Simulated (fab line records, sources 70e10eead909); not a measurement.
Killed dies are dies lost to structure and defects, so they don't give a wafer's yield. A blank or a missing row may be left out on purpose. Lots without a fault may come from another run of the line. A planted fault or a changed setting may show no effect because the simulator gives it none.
Chamber matching | flow nand_harc | NHARC_A_STAIRCASE_DEP_156 on pecvd-03: 3 sister chambers
The step deposits SiNx, target thk 50 nm. 14 wafers are shown with their chamber, then 7 later ones without.

WAFERS WITH THEIR CHAMBER
wafer  | chamber | heater_power_w (W)
L074.3 | 0       | 552
L074.5 | 2       | 556
L074.6 | 0       | 545
L079.1 | 2       | 658
L079.5 | 2       | 652
L079.6 | 1       | 710
L081.2 | 1       | 833
L081.3 | 0       | 558
L081.4 | 2       | 639
L080.2 | 1       | 809
L080.3 | 0       | 606
L080.5 | 1       | 804
L087.1 | 1       | 798
L087.3 | 2       | 625

SIGNATURES (means of the wafers above)
reading        | chamber 0 | chamber 1 | chamber 2 | scatter within a chamber
heater_power_w | 565.25    | 790.80    | 626.00    | 40.4
Rule: a wafer's distance from a chamber is the root of the sum, over the readings, of the square of ((its reading less the chamber's mean) divided by the reading's scatter). The wafer belongs to the nearest chamber; if the next one is less than 2 further off, it can't be placed. The scatter: the root of (the sum of the squares of (reading less its chamber's mean) over the shown wafers, divided by (wafers less chambers)).

WAFERS WITHOUT THEIR CHAMBER
wafer  | heater_power_w (W)
L087.6 | 632
L089.2 | 543
L089.5 | 539
L089.6 | 768
L090.2 | 548
L090.5 | 788
L090.6 | 598

WHICH CHAMBER EACH WENT THROUGH
wafer  | from the rows above     | in truth
L087.6 | can't be placed: 2 or 0 | 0
L089.2 | can't be placed: 0 or 2 | 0
L089.5 | can't be placed: 0 or 2 | 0
L089.6 | 1                       | 1
L090.2 | can't be placed: 0 or 2 | 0
L090.5 | 1                       | 1
L090.6 | can't be placed: 2 or 0 | 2
Placed correctly: 2 of 7. Can't be placed from these rows: 5 (the true chamber is among the candidates in 5). Placed wrongly: 0.
